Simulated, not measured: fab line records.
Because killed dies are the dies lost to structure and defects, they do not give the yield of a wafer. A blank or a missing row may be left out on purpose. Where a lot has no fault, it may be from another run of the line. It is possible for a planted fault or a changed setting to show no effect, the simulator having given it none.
fab line records	flow n5Finfet
[record] lots = 6	wafers = 18	lastDay = 14
route steps=1938 shown BEOL_M4@1072 BEOL_M5@1112 PASSIVATION@1936
lots that met no fault: from a run of the same line without faults
startH: hours from the record's opening day to when the first of the lot's shown wafers began	waitH: how many hours have passed since the lot's step before this one	" repeats the value in the row above	L1.1+2: one row covering several wafers at once	- no value, or no start given	* or withheld: withheld	< > ~ a bound
route shown NAME@n: names a module that has steps shown in the file, with the first one's number in the route	usual: mean/standard deviation of fault-free wafers	same: alike in all rows	chamber/n: place in a boat	sites: each site's reading	_std_site: standard deviation across them	_edge_site: inner sites' mean taken away from outer sites' mean	radiusMm: how far each site lies from the wafer's centre	mask NAME#n: copy n	behind: the tool/chamber that last shaped the wafer	hold: what put the lot on hold/how long, in hours/how the hold closed	device: the n, p or np transistor that did not switch	end of line: tests of these same wafers at the route's end	a step given without rows: its recipe and nothing more	killed: dies that structure and defects cost at the first sort, which is not the same as the wafer's yield	map: a wafer's dies, x killed, . not, _ none there
set.NAME: the setting that was run; set.NAME@STEP: the one run at that earlier step	model.NAME: the simulator's own value behind a step, which no gauge read
a table for each step, a row for each wafer; lots at some steps of the route
services: from which hour (startH, from the record's first day; less than 0 if before it) a tool's chamber was out of use, for how many hours, and why
[[steps]]
[step N5_BEOL_M4_STRIP_97]
[recipe] chemistry = N2/H2	timeS = 10	powerW = 450	tempC = 40	pressureMtorr = 20	rfFrequencyHz = 6e+07	biasPowerW = 7	n2FlowSccm = 200	h2FlowSccm = 200
[step N5_BEOL_M4_OCD_MEAS_38]
[usual] trenchDepthNm = 55.1/1.3
lot.wafer	tool	chamber	startH	waitH	trenchDepthNm
L874.1	ocd-02	-	154.73	-	53.0
L874.2	"	-	"	"	53.5
L874.6	"	-	"	"	53.6
L878.3	ocd-02	-	174.13	-	55.4
L878.4	"	-	"	"	53.7
L878.5	"	-	"	"	56.1
L879.2	ocd-02	-	192.39	-	56.2
L879.3	"	-	"	"	53.1
L879.6	"	-	"	"	56.5
L882.3	ocd-02	-	204.91	-	54.3
L882.4	"	-	"	"	55.0
L882.5	"	-	"	"	56.6
L885.3	ocd-02	-	222.19	-	57.6
L885.4	"	-	"	"	56.9
L885.5	"	-	"	"	55.3
L887.2	ocd-02	-	239.05	-	56.6
L887.3	"	-	"	"	56.3
L887.5	"	-	"	"	55.7
[step N5_BEOL_M4_HM_STRIP_39]
[recipe] chemistry = peroxideTinStrip	material = TiN	targetDepthA = 250	tempC = 50	timeS = 158
[step N5_BEOL_M4_SRD_40]
[recipe] timeS = 30	tempC = 23	rinseLiquid = diw	dry = ipaMarangoni
[step N5_BEOL_M4_PRECLEAN_42]
[recipe] chemistry = residueRemover	timeS = 60	tempC = 40
[step N5_BEOL_M4_SRD_43]
[recipe] timeS = 30	tempC = 23	rinseLiquid = diw	dry = ipaMarangoni
[step N5_BEOL_M4_CD_MEAS_35]
[recipe] targetCdNm = 18	targetCdYNm = 22.4	polarity = opening
[usual] cdNm = 18.1/0.45
lot.wafer	tool	chamber	startH	waitH	cdNm
L874.1	cdSem-01	-	154.89	0.0	18.2
L874.2	"	-	"	"	17.8
L874.6	"	-	"	"	17.9
L878.3	cdSem-03	-	174.29	0.0	18.1
L878.4	"	-	"	"	19.1
L878.5	"	-	"	"	18.7
L879.2	cdSem-01	-	192.55	0.0	18.7
L879.3	"	-	"	"	18.3
L879.6	"	-	"	"	18.4
L882.3	cdSem-02	-	205.06	0.0	18.1
L882.4	"	-	"	"	18.0
L882.5	"	-	"	"	18.2
L885.3	cdSem-01	-	222.34	0.0	18.0
L885.4	"	-	"	"	18.3
L885.5	"	-	"	"	18.4
L887.2	cdSem-02	-	239.20	0.0	18.3
L887.3	"	-	"	"	18.5
L887.5	"	-	"	"	18.7
[step N5_BEOL_M4_DEGAS_44]
[recipe] ambient = vacuum	tempC = 250	timeS = 60
[step N5_BEOL_M4_PRE_CLEAN_45]
[recipe] gas = H2/He	timeS = 30	tempC = 250
[step N5_BEOL_M4_ALD_84]
[recipe] material = TaN	targetThkA = *	tempC = 275	aldPrecursorFamily = PDMAT	aldCoReactant = NH3	pressureTorr = 3	carrierFlowSccm = 1500	pulseTimeS = 2	purgeTimeS = 3	coReactantPurgeTimeS = 2	coReactantPulseTimeS = 3	aldCycles = 30	precursorVesselTempC = 75	precursorVesselPressureTorr = 26.25	precursorVesselCarrierSccm = 1000
[step N5_BEOL_M4_SURFACE_TREAT_85]
[recipe] gas = Ar	timeS = *	ionEnergyEv = *	ionCurrentMaCm2 = 0.5	pressureMtorr = *	arFlowSccm = 30
[step N5_BEOL_M4_CVD_47]
[recipe] material = Co	targetThkA = 30	tempC = withheld	precursor = CCTBA/H2	pressureTorr = 30	timeS = 223.8
[step N5_BEOL_M4_SPUTTER_48]
[recipe] material = Cu	targetThkA = 45	tempC = -20	chamberPressurePa = 0.07	powerW = withheld	timeS = 8.29
[usual] throttleValvePct = 30.3/0.95
lot.wafer	tool	chamber	startH	waitH	throttleValvePct
L874.1	pvdSputter-02	-	155.69	0.1	31.6
L874.2	"	-	"	"	30.7
L874.6	"	-	"	"	29.2
L878.3	pvdSputter-01	-	176.63	1.6	29.2
L878.4	"	-	"	"	31.2
L878.5	"	-	"	"	29.0
L879.2	pvdSputter-03	-	193.74	0.2	29.7
L879.3	"	-	"	"	30.0
L879.6	"	-	"	"	29.9
L882.3	pvdSputter-03	-	206.63	0.2	29.8
L882.4	"	-	"	"	30.3
L882.5	"	-	"	"	29.5
L885.3	pvdSputter-01	-	223.22	0.1	29.0
L885.4	"	-	"	"	31.2
L885.5	"	-	"	"	30.9
L887.2	pvdSputter-03	-	240.11	0.1	29.6
L887.3	"	-	"	"	28.6
L887.5	"	-	"	"	30.0
[step N5_BEOL_M4_ANNEAL_49]
[recipe] tempC = 400	timeS = 240	ambient = vacuum
[step N5_BEOL_M4_SPUTTER_79]
[recipe] material = Cu	targetThkA = 45	tempC = -20	chamberPressurePa = 0.07	powerW = withheld	timeS = 8.29
[usual] throttleValvePct = 30.2/0.98
lot.wafer	tool	chamber	startH	waitH	throttleValvePct
L874.1	pvdSputter-02	-	155.91	0.1	31.4
L874.2	"	-	"	"	30.7
L874.6	"	-	"	"	29.5
L878.3	pvdSputter-01	-	176.85	0.1	29.4
L878.4	"	-	"	"	31.0
L878.5	"	-	"	"	29.0
L879.2	pvdSputter-03	-	193.96	0.1	29.4
L879.3	"	-	"	"	30.0
L879.6	"	-	"	"	30.2
L882.3	pvdSputter-03	-	206.85	0.1	30.2
L882.4	"	-	"	"	30.3
L882.5	"	-	"	"	29.6
L885.3	pvdSputter-01	-	223.44	0.1	29.2
L885.4	"	-	"	"	31.0
L885.5	"	-	"	"	31.0
L887.2	pvdSputter-03	-	240.33	0.1	29.5
L887.3	"	-	"	"	28.4
L887.5	"	-	"	"	30.1
[step N5_BEOL_M4_ANNEAL_80]
[recipe] tempC = 400	timeS = 240	ambient = vacuum
[usual] heaterPowerW = 811/70
lot.wafer	tool	chamber	startH	waitH	heaterPowerW
L874.1	pvdSputter-02	-	155.99	0.0	819
L874.2	"	-	"	"	714
L874.6	"	-	"	"	851
L878.3	pvdSputter-01	-	176.93	0.0	793
L878.4	"	-	"	"	772
L878.5	"	-	"	"	901
L879.2	pvdSputter-03	-	194.04	0.0	840
L879.3	"	-	"	"	729
L879.6	"	-	"	"	768
L882.3	pvdSputter-03	-	206.93	0.0	773
L882.4	"	-	"	"	723
L882.5	"	-	"	"	831
L885.3	pvdSputter-01	-	223.52	0.0	913
L885.4	"	-	"	"	774
L885.5	"	-	"	"	743
L887.2	pvdSputter-03	-	240.41	0.0	816
L887.3	"	-	"	"	814
L887.5	"	-	"	"	724
[step N5_BEOL_M4_SPUTTER_81]
[recipe] material = Cu	targetThkA = 45	tempC = -20	chamberPressurePa = 0.07	powerW = withheld	timeS = 8.29
[step N5_BEOL_M4_ANNEAL_82]
[recipe] tempC = 400	timeS = 240	ambient = vacuum
[step N5_BEOL_M4_SPUTTER_86]
[recipe] material = Cu	targetThkA = 45	tempC = -20	chamberPressurePa = 0.07	powerW = withheld	timeS = 8.29
[step N5_BEOL_M4_ANNEAL_87]
[recipe] tempC = 400	timeS = 240	ambient = vacuum
[step N5_BEOL_M4_SPUTTER_88]
[recipe] material = Cu	targetThkA = 45	tempC = -20	chamberPressurePa = 0.07	powerW = withheld	timeS = 8.29
[usual] throttleValvePct = 30.2/0.97
lot.wafer	tool	chamber	startH	waitH	throttleValvePct
L874.1	pvdSputter-02	-	156.57	0.1	31.6
L874.2	"	-	"	"	30.6
L874.6	"	-	"	"	29.6
L878.3	pvdSputter-01	-	177.51	0.1	29.0
L878.4	"	-	"	"	30.9
L878.5	"	-	"	"	28.7
L879.2	pvdSputter-03	-	194.62	0.1	29.5
L879.3	"	-	"	"	30.3
L879.6	"	-	"	"	30.3
L882.3	pvdSputter-03	-	207.51	0.1	30.3
L882.4	"	-	"	"	30.1
L882.5	"	-	"	"	29.6
L885.3	pvdSputter-01	-	224.10	0.1	29.3
L885.4	"	-	"	"	31.2
L885.5	"	-	"	"	31.1
L887.2	pvdSputter-03	-	240.99	0.1	29.7
L887.3	"	-	"	"	28.4
L887.5	"	-	"	"	30.0
[step N5_BEOL_M4_ANNEAL_89]
[recipe] tempC = 400	timeS = 240	ambient = vacuum
[step N5_BEOL_M4_SPUTTER_90]
[recipe] material = Cu	targetThkA = 45	tempC = -20	chamberPressurePa = 0.07	powerW = withheld	timeS = 8.29
[step N5_BEOL_M4_ANNEAL_91]
[recipe] tempC = 400	timeS = 240	ambient = vacuum
[usual] heaterPowerW = 813/70
lot.wafer	tool	chamber	startH	waitH	heaterPowerW
L874.1	pvdSputter-02	-	156.87	0.0	823
L874.2	"	-	"	"	720
L874.6	"	-	"	"	854
L878.3	pvdSputter-01	-	177.81	0.0	800
L878.4	"	-	"	"	736
L878.5	"	-	"	"	919
L879.2	pvdSputter-03	-	194.92	0.0	829
L879.3	"	-	"	"	718
L879.6	"	-	"	"	784
L882.3	pvdSputter-03	-	207.81	0.0	769
L882.4	"	-	"	"	711
L882.5	"	-	"	"	827
L885.3	pvdSputter-01	-	224.40	0.0	884
L885.4	"	-	"	"	760
L885.5	"	-	"	"	760
L887.2	pvdSputter-03	-	241.29	0.0	819
L887.3	"	-	"	"	826
L887.5	"	-	"	"	719
[step N5_BEOL_M4_SPUTTER_92]
[recipe] material = Cu	targetThkA = 45	tempC = -20	chamberPressurePa = 0.07	powerW = withheld	timeS = 8.29
[step N5_BEOL_M4_ANNEAL_93]
[recipe] tempC = 400	timeS = 240	ambient = vacuum
[step N5_BEOL_M4_SPUTTER_94]
[recipe] material = Cu	targetThkA = 45	tempC = -20	chamberPressurePa = 0.07	powerW = withheld	timeS = 8.29
[step N5_BEOL_M4_ANNEAL_95]
[recipe] tempC = 400	timeS = 240	ambient = vacuum
[usual] heaterPowerW = 813/73
lot.wafer	tool	chamber	startH	waitH	heaterPowerW
L874.1	pvdSputter-02	-	157.31	0.0	841
L874.2	"	-	"	"	723
L874.6	"	-	"	"	873
L878.3	pvdSputter-01	-	178.25	0.0	781
L878.4	"	-	"	"	775
L878.5	"	-	"	"	884
L879.2	pvdSputter-03	-	195.36	0.0	834
L879.3	"	-	"	"	724
L879.6	"	-	"	"	785
L882.3	pvdSputter-03	-	208.25	0.0	759
L882.4	"	-	"	"	720
L882.5	"	-	"	"	821
L885.3	pvdSputter-01	-	224.84	0.0	920
L885.4	"	-	"	"	748
L885.5	"	-	"	"	756
L887.2	pvdSputter-03	-	241.73	0.0	825
L887.3	"	-	"	"	811
L887.5	"	-	"	"	706
[step N5_BEOL_M4_SPUTTER_96]
[recipe] material = Cu	targetThkA = 45	tempC = -20	chamberPressurePa = 0.07	powerW = withheld	timeS = 8.29
[step N5_BEOL_M4_ECD_50]
[recipe] material = Cu	targetThkA = 3000
[step N5_BEOL_M4_ANNEAL_51]
[recipe] tempC = 225	timeS = 90	ambient = N2
[step N5_BEOL_M4_CMP_52]
[recipe] stopOn = SiOC	tOverpolishS = 6.8	downForcePsi = 1	platenRpm = 50	clearingPlatenDownForcePsi = 1.5	clearingPlatenRpm = 50	postCmpClean = cuAlkaline	targetThkNm = 40	clearingPlatenPadVelocityMS = 0.99484	padVelocityMS = 0.99484
[step N5_BEOL_M4_PRE_CLEAN_60]
[recipe] gas = NH3/H2	timeS = 15	tempC = *	rfPowerW = 300
[step N5_BEOL_M4_CO_CAP_55]
[recipe] material = Co	targetThkA = 20	tempC = 200	precursor = CCTBA/H2	pressureTorr = 30	timeS = 102.1
[step N5_BEOL_M4_PRE_CLEAN_56]
[recipe] gas = NH3	timeS = 15	tempC = withheld	rfPowerW = 300
[step N5_BEOL_M4_DEP_57]
[recipe] material = SiCN	targetThkA = 80	tempC = withheld	precursor = 3MS/NH3	pressureTorr = 3	rfW = 202	timeS = 14
[step N5_BEOL_M4_RS_MEAS_58]
[recipe] thkMeasGauge = four-point-probe	reads = Co_of_BEOL_M4_CO_CAP_55+Cu_of_BEOL_M4_ECD_50+Co_of_BEOL_M4_CVD_47+TaN_of_BEOL_M4_ALD_84
[usual] M4_RS = 0.67/0.045
lot.wafer	tool	chamber	startH	waitH	M4_RS[ohm/sq]
L874.1	filmMetro-01	-	158.52	0.1	0.73
L874.2	"	-	"	"	0.67
L874.6	"	-	"	"	0.71
L878.3	filmMetro-01	-	179.44	0.1	0.65
L878.4	"	-	"	"	0.71
L878.5	"	-	"	"	0.60
L879.2	filmMetro-01	-	196.55	0.1	0.66
L879.3	"	-	"	"	0.69
L879.6	"	-	"	"	0.69
L882.3	filmMetro-01	-	209.96	0.1	0.72
L882.4	"	-	"	"	0.66
L882.5	"	-	"	"	0.63
L885.3	filmMetro-01	-	226.12	0.1	0.62
L885.4	"	-	"	"	0.62
L885.5	"	-	"	"	0.62
L887.2	filmMetro-01	-	242.92	0.1	0.57
L887.3	"	-	"	"	0.66
L887.5	"	-	"	"	0.65
[step N5_BEOL_M4_RC_MEAS_101]
[usual] DIBL_N = 36.8/2.2	DIBL_P = 37.1/2.8	IOFF_N = 0.17/0.04	IOFF_P = 0.22/0.049	ION_N = 672/16	ION_P = 460/9.2	SS_N = 71.6/0.69	SS_P = 73.5/0.78	VT_N = 249/3.6	VT_P = -250/3.9
lot.wafer	tool	chamber	startH	waitH	DIBL_N[mV/V]	DIBL_P[mV/V]	IOFF_N[nA/um]	IOFF_P[nA/um]	ION_N[uA/um]	ION_P[uA/um]	SS_N[mV/dec]	SS_P[mV/dec]	VT_N[mV]	VT_P[mV]
L874.1	prober-01	0	158.57	0.0	39.2	38.3	0.20	0.22	666	451	72.8	74.1	248	-253
L874.2	"	0	"	"	38.9	38.0	0.20	0.22	691	468	71.9	73.4	245	-251
L874.6	"	0	"	"	38.0	37.4	0.19	0.21	694	462	71.5	73.3	247	-253
L878.3	prober-01	0	179.80	0.3	37.3	36.8	0.16	0.20	672	451	72.1	73.7	250	-253
L878.4	"	0	"	"	37.8	37.6	0.18	0.21	677	454	71.0	73.7	248	-250
L878.5	"	0	"	"	36.9	36.7	0.16	0.21	684	466	71.3	73.0	250	-253
L879.2	prober-02	0	196.76	0.2	34.7	34.7	0.13	0.22	652	454	70.3	72.3	254	-249
L879.3	"	0	"	"	34.8	34.4	0.13	0.19	671	466	71.0	73.3	253	-251
L879.6	"	0	"	"	34.3	33.0	0.13	0.17	672	461	70.5	72.7	252	-252
L882.3	prober-02	0	210.32	0.3	41.3	43.8	0.27	0.35	683	468	72.4	75.0	244	-243
L882.4	"	0	"	"	40.1	42.0	0.23	0.30	700	476	72.5	74.5	246	-247
L882.5	"	0	"	"	36.8	37.5	0.15	0.22	657	457	71.3	73.8	252	-248
L885.3	prober-01	0	226.48	0.3	33.1	34.8	0.11	0.18	661	460	71.0	73.0	254	-252
L885.4	"	0	"	"	38.8	40.4	0.19	0.26	663	457	72.8	74.9	249	-249
L885.5	"	0	"	"	32.8	32.5	0.10	0.14	657	453	70.6	72.2	259	-257
L887.2	prober-02	0	243.13	0.2	37.8	37.5	0.17	0.25	672	468	71.8	73.9	251	-245
L887.3	"	0	"	"	38.4	37.4	0.19	0.26	664	459	72.2	73.3	249	-245
L887.5	"	0	"	"	39.6	39.7	0.21	0.31	671	466	72.1	74.4	250	-244
[step N5_BEOL_M5_ILD_DEP_00]
[recipe] material = SiCOH_lowk	targetThkA = 1406.4	tempC = 300	precursor = DEMS/porogen	pressureTorr = 5	rfW = 500	timeS = 25.9
[step N5_BEOL_M5_CURE_79]
[recipe] tempC = 385	timeS = 240	ambient = He/Ar	material = SiCOH_lowk
[step N5_PASSIVATION_PROBE_49]
[usual] defectLimitedYield = 91.1/1.5	killed_at_M0_to_M3 = 35/11	killed_at_M4_up = 13/5.7	killedAtContacts = 12/5.7	killedAtFrontEnd = 40/11	killedAtOther = 4/4.4	killedDies = 105/18	killedOnRim = 14/3.9	killedOpen = 68/14	killedShort = 34/7.4	sort_bin_5_function = 5.2/1	sort_bin_6_memory = 3.3/0.67	sort_bin_8_speed = 0.04/0.29	sortNPass = 1074/18	sortYieldPct = 91.0/1.5
[same] grossDies = 1180	killedAtBackSide = 0	sort_bin_4_leakage[%] = 0
lot.wafer	tool	chamber	startH	waitH	defectLimitedYield[%]	killed_at_M0_to_M3	killed_at_M4_up	killedAtContacts	killedAtFrontEnd	killedAtOther	killedDies	killedOnRim	killedOpen	killedShort	sort_bin_5_function[%]	sort_bin_6_memory[%]	sort_bin_8_speed[%]	sortNPass	sortYieldPct[%]
L874.1	prober-02	-	261.73	0.8	92.1	46	6	10	28	3	93	16	56	35	5.1	2.6	0	1087	92.1
L874.2	prober-02	-	261.78	0.8	91.5	38	9	4	40	9	100	15	52	45	5.3	2.7	0	1080	91.5
L874.6	prober-02	-	261.98	1.0	91.2	44	16	5	29	10	104	16	61	39	5.4	3.0	0	1076	91.2
L878.3	prober-01	-	282.24	0.1	91.4	31	14	15	42	0	102	8	70	31	5.7	2.7	0	1078	91.4
L878.4	prober-01	-	282.29	0.2	90.3	34	15	18	38	9	114	14	77	29	6.1	3.5	0	1066	90.3
L878.5	prober-01	-	282.34	0.2	90.4	25	15	14	56	3	113	19	71	36	5.6	3.6	0	1067	90.4
L879.2	prober-02	-	296.10	0.1	88.9	36	21	9	63	2	131	21	87	44	6.2	4.4	0	1049	88.9
L879.3	prober-02	-	296.15	0.1	89.5	46	17	4	47	10	124	15	78	38	6.9	3.4	0	1056	89.5
L879.6	prober-02	-	296.30	0.3	88.5	57	13	11	54	1	136	17	85	50	6.4	4.7	0	1044	88.5
L882.3	prober-02	-	312.76	0.1	80.3	22	83	16	32	80	233	29	61	24	15.5	3.4	0	947	80.3
L882.4	prober-02	-	312.81	0.2	84.7	41	92	17	30	0	180	23	59	35	9.5	3.7	0.08	1000	84.7
L882.5	prober-02	-	312.86	0.2	79.3	36	95	18	35	60	244	33	65	39	15.1	4.2	0	936	79.3
L885.3	prober-02	-	332.85	0.1	93.9	15	13	9	32	3	72	8	48	23	3.9	2.2	0	1108	93.9
L885.4	prober-02	-	332.90	0.2	91.1	23	15	17	43	7	105	13	59	40	5.5	3.0	0	1075	91.1
L885.5	prober-02	-	332.95	0.2	93.4	19	12	8	31	8	78	16	49	22	4.7	1.7	0	1102	93.4
L887.2	prober-02	-	345.91	0.4	85.0	23	90	10	53	1	177	19	60	33	9.2	4.8	0	1003	85.0
L887.3	prober-02	-	345.96	0.4	83.8	30	114	4	38	5	191	22	70	24	10.3	4.7	0	989	83.8
L887.5	prober-02	-	346.06	0.5	85.3	38	99	12	21	4	174	28	59	32	8.4	3.9	0	1006	85.3
// killed by level:class
L874.1 MOL_CONTACT_COAG:geometricParticle:open=10 BEOL_M0_SAQP:geometricParticle:short=9 FIN_SAQP:geometricParticle:short=8 BEOL_M0_SAQP:geometricParticle:open=7 BEOL_M1:geometricParticle:open=7 BEOL_M3:geometricParticle:open=7 BEOL_M1:geometricParticle:short=6 BEOL_M2:geometricParticle:open=6
L874.2 STI_FIN_REVEAL:geometricParticle:open=15 FIN_SAQP:geometricParticle:short=11 BEOL_M1:geometricParticle:open=9 BEOL_M1:geometricParticle:short=7 BEOL_M0_SAQP:geometricParticle:short=6 BEOL_M3:geometricParticle:open=5 BEOL_M0_SAQP:geometricParticle:open=4 BEOL_M2:geometricParticle:open=4
L874.6 FIN_SAQP:geometricParticle:short=11 BEOL_M0_SAQP:geometricParticle:short=9 BEOL_M0_SAQP:geometricParticle:open=8 BEOL_M1:geometricParticle:open=8 BEOL_M4:geometricParticle:open=7 BEOL_M2:geometricParticle:open=6 STI_FIN_REVEAL:geometricParticle:open=5 BEOL_M1:geometricParticle:short=5
L878.3 STI_FIN_REVEAL:geometricParticle:open=15 MOL_CONTACT_COAG:geometricParticle:open=13 DUMMY_GATE:geometricParticle:open=7 BEOL_M0_SAQP:geometricParticle:open=6 BEOL_M1:geometricParticle:open=6 STARTING-WAFER:geometricParticle:short=6 BEOL_M0_SAQP:geometricParticle:short=5 BEOL_M2:geometricParticle:open=5
L878.4 MOL_CONTACT_COAG:geometricParticle:open=15 BEOL_M0_SAQP:geometricParticle:open=10 MIM_TOP_ETCH:areaEtch=8 FIN_SAQP:geometricParticle:open=7 STI_FIN_REVEAL:geometricParticle:open=7 BEOL_M4:geometricParticle:open=7 FIN_SAQP:geometricParticle:short=6 BEOL_M3:geometricParticle:open=6
L878.5 STI_FIN_REVEAL:geometricParticle:open=15 MOL_CONTACT_COAG:geometricParticle:open=10 FIN_SAQP:geometricParticle:open=9 FIN_SAQP:geometricParticle:short=7 STI_FIN_REVEAL:geometricParticle:short=6 DUMMY_GATE:geometricParticle:open=6 BEOL_M3:geometricParticle:open=6 BEOL_M1:geometricParticle:open=5
L879.2 STI_FIN_REVEAL:geometricParticle:open=19 FIN_SAQP:geometricParticle:short=14 BEOL_M0_SAQP:geometricParticle:open=11 BEOL_M3:geometricParticle:open=10 FIN_SAQP:geometricParticle:open=9 BEOL_M0_SAQP:geometricParticle:short=8 MOL_CONTACT_COAG:geometricParticle:open=7 GATE_CUT:geometricParticle:short=6
L879.3 BEOL_M0_SAQP:geometricParticle:open=19 STI_FIN_REVEAL:geometricParticle:open=17 BEOL_M0_SAQP:geometricParticle:short=12 BEOL_M3:geometricParticle:open=8 MIM_TOP_ETCH:areaEtch=7 FIN_SAQP:geometricParticle:open=6 BEOL_M4:geometricParticle:open=6 GATE_CUT:geometricParticle:short=5
L879.6 BEOL_M0_SAQP:geometricParticle:open=20 STI_FIN_REVEAL:geometricParticle:open=14 GATE_CUT:geometricParticle:short=12 BEOL_M0_SAQP:geometricParticle:short=12 FIN_SAQP:geometricParticle:open=9 BEOL_M3:geometricParticle:open=9 MOL_CONTACT_COAG:geometricParticle:open=8 FIN_SAQP:geometricParticle:short=6
L882.3 PASSIVATION:areaEtch=78 BEOL_M4:unspecified=69 MOL_CONTACT_COAG:geometricParticle:open=14 FIN_SAQP:geometricParticle:open=7 BEOL_M1:geometricParticle:open=6 STI_FIN_REVEAL:geometricParticle:open=5 BEOL_M2:geometricParticle:open=5 GATE_CUT:geometricParticle:short=4
L882.4 BEOL_M4:unspecified=83 MOL_CONTACT_COAG:geometricParticle:open=12 BEOL_M1:geometricParticle:open=9 DUMMY_GATE:geometricParticle:open=8 BEOL_M1:geometricParticle:short=7 BEOL_M3:geometricParticle:open=6 BEOL_M2:geometricParticle:open=6 MOL_CONTACT_COAG:geometricParticle:short=5
L882.5 BEOL_M4:unspecified=83 PASSIVATION:areaEtch=55 MOL_CONTACT_COAG:geometricParticle:open=16 FIN_SAQP:geometricParticle:short=8 DUMMY_GATE:geometricParticle:open=8 BEOL_M0_SAQP:geometricParticle:open=8 BEOL_M1:geometricParticle:short=6 GATE_CUT:geometricParticle:short=5
L885.3 STI_FIN_REVEAL:geometricParticle:open=10 MOL_CONTACT_COAG:geometricParticle:open=7 BEOL_M4:geometricParticle:open=7 STI_FIN_REVEAL:geometricParticle:short=5 GATE_CUT:geometricParticle:short=5 BEOL_M0_SAQP:geometricParticle:short=5 BEOL_M0_SAQP:geometricParticle:open=4 DUMMY_GATE:geometricParticle:open=3
L885.4 DUMMY_GATE:geometricParticle:open=11 MOL_CONTACT_COAG:geometricParticle:open=11 FIN_SAQP:geometricParticle:open=9 BEOL_M0_SAQP:geometricParticle:short=9 BEOL_M0_SAQP:geometricParticle:open=7 BEOL_M4:geometricParticle:open=7 MOL_CONTACT_COAG:geometricParticle:short=6 ILD0:geometricParticle:short=5
L885.5 STI_FIN_REVEAL:geometricParticle:open=10 MOL_CONTACT_COAG:geometricParticle:open=7 FIN_SAQP:geometricParticle:open=6 BEOL_M0_SAQP:geometricParticle:open=6 MIM_TOP_ETCH:areaEtch=6 BEOL_M4:geometricParticle:open=5 BEOL_M0_SAQP:geometricParticle:short=4 FIN_SAQP:geometricParticle:short=3
L887.2 BEOL_M4:unspecified=81 STI_FIN_REVEAL:geometricParticle:open=23 MOL_CONTACT_COAG:geometricParticle:open=7 BEOL_M0_SAQP:geometricParticle:short=7 BEOL_M0_SAQP:geometricParticle:open=7 GATE_CUT:geometricParticle:short=5 FIN_SAQP:geometricParticle:short=4 FIN_SAQP:geometricParticle:open=4
L887.3 BEOL_M4:unspecified=97 STI_FIN_REVEAL:geometricParticle:open=15 BEOL_M3:geometricParticle:open=9 BEOL_M0_SAQP:geometricParticle:open=9 BEOL_M4:geometricParticle:open=9 FIN_SAQP:geometricParticle:open=6 GATE_CUT:geometricParticle:short=4 BEOL_M2:geometricParticle:open=4
L887.5 BEOL_M4:unspecified=78 BEOL_M0_SAQP:geometricParticle:short=15 MOL_CONTACT_COAG:geometricParticle:open=10 BEOL_M0_SAQP:geometricParticle:open=9 BEOL_M3:geometricParticle:open=7 BEOL_M5:geometricParticle:open=6 FIN_SAQP:geometricParticle:open=5 BEOL_M4:geometricParticle:open=5
// map L882.5 (x killed, . not)
_________________xxxxxxx.x...________________
______________xxxxxxxxx..x.....x_____________
___________.xx.xxxxxxxxxx..........__________
__________x..xxxxxxxxxxxxx.x.x.x...._________
________....xxxxxxxxxxx.xx........x..._______
_______.x.....xxxxxxxxxxxx.............______
______.........x.xxxxx..xx..........xx.x_____
_____x...x.....x.x.xxxx.x.xx.....x.......____
____................x.x...x.....x.......x.___
___x...xx..x.x......xx..xx......x..x..x....__
___.x...................................x..__
__....x......x.x...x..xx................x..._
__x.x................xxxxx....x...x...x....._
_...x......x....x..xxx..xx..x................
_........x.......x..x.x....xx................
_.x..................x..x.x.x............x...
_..........x........x...xx.........x..x......
_........x............xx.........x..x..x.....
_........x................x...xx....x........
_x.........x......x.x.........xx...........x.
_.......x..........x...........xx............
__x....................x.................x.._
__......x.xx....x........x.x.........x......_
___x................x.x.....xxx............__
___.xx.......x...x.x..xxxx.....x.......x...__
____...x..........x....x.x....xx..........___
_____...x.............xx...x.......x....x____
______....x.x...........x.x........x...x_____
_______.....x........x..x....x.........______
________x.x.....x...xx............xx.._______
__________...........x........x....._________
___________........................__________
______________......x..........._____________
_________________x......x....________________
// map L887.3 (x killed, . not)
_________________........x...________________
______________..x.........x.xxxx_____________
___________..............x.x.xxxx.x__________
__________.xx.x.x........xxxxxxxxx.._________
________..x..............xxxxxxxxxx..._______
_______................xxxxxxxxxxxx.x..______
______...........x.....xxxxxxxxxxxx....._____
_____.x..............xx.xxxxxxxxxxxx.....____
____.....x...............xxxxxxxxxx...x...___
___.x.x...............xxxxxxxxxx.xx........__
___...........x..........x.xxx.x.....x.....__
__.x.........x.........x.x.xxx.x........x..._
__..........x...................x.x........._
_.........x.x..x.....xx......................
_..x..........x.........x..x.x...........xx..
_..x.x...x....................x..............
_.......................x..........x........x
_.....x...........................x..........
_..............................xx...x.......x
_.x......................x...................
_......x................................x....
__..x..x.........x.........................._
__...x......x.......x.......x.............x._
___.x....x.............x...x.......x.......__
___.......xx...x.....x....x................__
____.x...........x..........x.............___
_____...xx...............................____
______x.........x.x...x................._____
_______..............x..x....x.x.......______
________...........................x.._______
__________.........x.........x......_________
___________.........x.........x....__________
______________.................._____________
_________________........x..x________________
[[services]]
tool	chamber	startH	hours	kind
pvdSputter-01	-	144.28	0.7	repair
pvdSputter-02	-	177.09	4.0	repair
[[key]]
[firstSign] step = N5_PASSIVATION_PROBE_49	reading = killed_at_M4_up	direction = up	sigmas = 14	usual = 13	struck = 96
[effect] step = N5_PASSIVATION_PROBE_49	reading = defectLimitedYield	direction = down	sigmas = 5.4	usual = 91.1	struck = 83.1
[moreKillsBornAt] N5_BEOL_M4_SPUTTER_48@pvdSputter-03 = 491
metAt N5_BEOL_M4_SPUTTER_48
struckWafers L882.3,L882.4,L882.5,L887.2,L887.3,L887.5
[baselineLoss] step = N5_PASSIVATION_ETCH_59	wafers = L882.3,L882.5
onsetBetween 193.74 206.63
alsoFits N5_BEOL_M4_SPUTTER_79:pvdSputter-03,N5_BEOL_M4_ANNEAL_80:pvdSputter-03,N5_BEOL_M4_SPUTTER_88:pvdSputter-03,N5_BEOL_M4_ANNEAL_91:pvdSputter-03
[fault] kind = chamberParticleSource	tool = pvdSputter-03	chamber = -	onsetH = 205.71	steps = N5_BEOL_M4_SPUTTER_48	ratePerVisitCm2 = 0.42769	endH = 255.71
// baselineLoss: these wafers lose ten dies or more at that step, a loss of the line's own and not of a fault; the sort's usual values leave them out
